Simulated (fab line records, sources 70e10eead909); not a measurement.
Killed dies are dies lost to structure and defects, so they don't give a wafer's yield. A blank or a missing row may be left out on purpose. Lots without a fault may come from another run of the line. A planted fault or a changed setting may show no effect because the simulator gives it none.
Which tool did it? | flow nand_harc | 12 lots, 36 wafers sampled, at 5 steps of a route of 1302

WHAT THE GAUGES READ, wafer by wafer
NHARC_A_SLIT_CD_MEAS_21.
lot  | measured     | on        | cd_nm (nm)
L075 | day 20 15:18 | cd_sem-03 | 290.3 290.6 290.7
L076 | day 21 02:35 | cd_sem-02 | 290.2 289.3 288.3
L079 | day 22 08:10 | cd_sem-02 | 290.4 290.5 290.4
L082 | day 23 13:34 | cd_sem-02 | 289.6 288.9 289.2
L081 | day 23 17:23 | cd_sem-03 | 287.3 288.5 289.1
L086 | day 24 14:10 | cd_sem-02 | 288.8 289.5 289.0
L087 | day 25 01:53 | cd_sem-03 | 289.0 289.4 288.5
L089 | day 25 22:50 | cd_sem-02 | 289.3 289.7 290.0
L090 | day 26 22:38 | cd_sem-01 | 288.6 289.7 289.0
L093 | day 28 02:08 | cd_sem-02 | 289.1 288.8 288.9
L095 | day 28 21:55 | cd_sem-03 | 288.9 290.2 289.0
L097 | day 29 23:55 | cd_sem-03 | 288.7 288.9 288.4

WHICH TOOL RAN EACH LOT (tool, then ch and the chambers of the sampled wafers, then the start)
lot  | NHARC_A_STAIRCASE_DEP_471       | NHARC_A_SGD_CUT_ETCH_16                       | NHARC_A_SLIT_DEP_00           | NHARC_A_SLIT_ETCH_26
L075 | pecvd-01 ch 0,1, day 19 14:05   | rie_diel-10 ch 2,3, day 20 04:20 or earlier   | acl_dep-02 ch 0, day 20 04:20 | har_etch-02 ch 0,1, day 20 13:53
L076 | pecvd-03 ch 0,1,2, day 20 05:01 | rie_diel-11 ch 1,2, day 20 15:58 or earlier   | acl_dep-03 ch 0, day 20 15:58 | har_etch-02 ch 0, day 21 01:10
L079 | pecvd-03 ch 0,1,2, day 21 09:07 | rie_diel-10 ch 2,3, day 21 22:27 or earlier   | acl_dep-02 ch 0, day 21 22:27 | har_etch-02 ch 0,1, day 22 06:50
L082 | pecvd-01 ch 0,1,2, day 22 16:58 | rie_diel-10 ch 0,3, day 23 02:43 or earlier   | acl_dep-01 ch 0, day 23 02:43 | har_etch-02 ch 0,1, day 23 12:08
L081 | pecvd-01 ch 0,2, day 22 17:49   | rie_diel-11 ch 0,1,3, day 23 04:13 or earlier | acl_dep-02 ch 0, day 23 04:13 | har_etch-02 ch 0,1, day 23 15:58
L086 | pecvd-03 ch 0,1,2, day 23 17:12 | rie_diel-11 ch 1,2, day 24 03:13 or earlier   | acl_dep-03 ch 0, day 24 03:13 | har_etch-02 ch 0,1, day 24 12:47
L087 | pecvd-01 ch 0,2, day 24 03:26   | rie_diel-06 ch 0,2,3, day 24 13:36 or earlier | acl_dep-01 ch 0, day 24 13:36 | har_etch-02 ch 0,1, day 25 00:29
L089 | pecvd-01 ch 1,2, day 25 02:30   | rie_diel-06 ch 1,2, day 25 13:05 or earlier   | acl_dep-02 ch 0, day 25 13:05 | har_etch-01 ch 0,1, day 25 21:28
L090 | pecvd-03 ch 0,2, day 26 02:47   | rie_diel-11 ch 1,2,3, day 26 12:31 or earlier | acl_dep-03 ch 0, day 26 12:31 | har_etch-02 ch 0,1, day 26 21:15
L093 | pecvd-01 ch 0,2, day 27 06:41   | rie_diel-10 ch 1,3, day 27 15:11 or earlier   | acl_dep-03 ch 0, day 27 15:11 | har_etch-01 ch 1, day 28 00:43
L095 | pecvd-03 ch 0,2, day 27 18:20   | rie_diel-11 ch 1,2,3, day 28 07:47 or earlier | acl_dep-02 ch 0, day 28 07:47 | har_etch-02 ch 0,1, day 28 20:31
L097 | pecvd-03 ch 1,2, day 28 20:02   | rie_diel-10 ch 0,1,3, day 29 10:31 or earlier | acl_dep-02 ch 0, day 29 10:31 | har_etch-01 ch 0,1, day 29 22:29
- NHARC_A_STAIRCASE_DEP_471: deposits SiO2, target thk 100 nm.
- NHARC_A_SGD_CUT_ETCH_16: etches the open film in C4F8/O2/Ar, target depth 310.5 nm, time 155.2 s.
- NHARC_A_SLIT_DEP_00: deposits aC, target thk 6200 nm.
- NHARC_A_SLIT_ETCH_26: etches the open film in C4F8/O2/Ar, time 90 s, target depth 400 nm.

THE ANSWER, worked out from the rows above alone
Rule: what is usual is taken from the lots themselves. Put in order of their means at a reading, lots are off if they are a third of the lots or fewer, leave a main group of 4 or more, and stand apart from it by a gap of 3 or more times the standard deviation of the main group's means; of several such gaps the widest counts. A main group whose means are all the same, to the digits that the tables above print for the reading, isn't used. A lot without any number at a reading at which 4 lots or more have one is off too. The other lots that the step has rows for count as sound.
No lot is off at any reading shown: from this, nothing can be told.

WHAT THE SIMULATOR HAD PUT IN
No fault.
